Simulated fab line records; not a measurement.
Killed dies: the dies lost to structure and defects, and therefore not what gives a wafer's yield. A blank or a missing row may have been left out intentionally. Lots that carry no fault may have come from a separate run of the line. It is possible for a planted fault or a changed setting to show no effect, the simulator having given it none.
Which tool is to blame? + flow n5-finfet + 6 lots with 18 wafers sampled at 2 steps, on a route of 1938 steps

== WHAT EACH GAUGE READ, for each wafer ==
N5_BEOL_M5_INSPECT_58: inspects for defects (darkfield).
| lot  | measured     | on                | raw-defect-count |
|------|--------------|-------------------|------------------|
| L451 | day 8 21:23  | defect-inspect-01 | 86 142 81        |
| L453 | day 9 11:09  | defect-inspect-02 | 58 42 45         |
| L456 | day 10 10:37 | defect-inspect-02 | 74 65 104        |
| L463 | day 11 21:48 | defect-inspect-01 | 32 68 85         |
| L468 | day 12 19:50 | defect-inspect-02 | 77 87 96         |
| L472 | day 14 04:28 | defect-inspect-02 | 79 44 121        |

== WHAT TOOL EACH LOT RAN ON (gives the tool, then ch and the chambers of the sampled wafers, and finally the start) ==
| lot  | N5_BEOL_M5_SPUTTER_88        |
|------|------------------------------|
| L451 | pvd-sputter-03, day 8 19:13  |
| L453 | pvd-sputter-01, day 9 08:56  |
| L456 | pvd-sputter-02, day 10 08:26 |
| L463 | pvd-sputter-03, day 11 19:38 |
| L468 | pvd-sputter-02, day 12 17:40 |
| L472 | pvd-sputter-02, day 14 02:17 |
- N5_BEOL_M5_SPUTTER_88: material Cu, target thk 15 nm, time 27.62 s.

== THE ANSWER, worked out from the rows above alone ==
Rule: usual is defined by the lots themselves. Put in order of their means at a reading, lots are off if they are a third of the lots or fewer, leave a main group of 4 or more, and stand apart from it by a gap of 3 or more times the standard deviation of the main group's means; of several such gaps the widest counts. Not used: any main group whose means are identical at the precision the tables above print for the reading. A lot without any number at a reading at which 4 lots or more have one is off too. Where the step has rows for the other lots, those lots are counted as sound.
Across all readings shown, no lot is off: no conclusion can be drawn from this.

== WHAT THE SIMULATOR HAD INSERTED ==
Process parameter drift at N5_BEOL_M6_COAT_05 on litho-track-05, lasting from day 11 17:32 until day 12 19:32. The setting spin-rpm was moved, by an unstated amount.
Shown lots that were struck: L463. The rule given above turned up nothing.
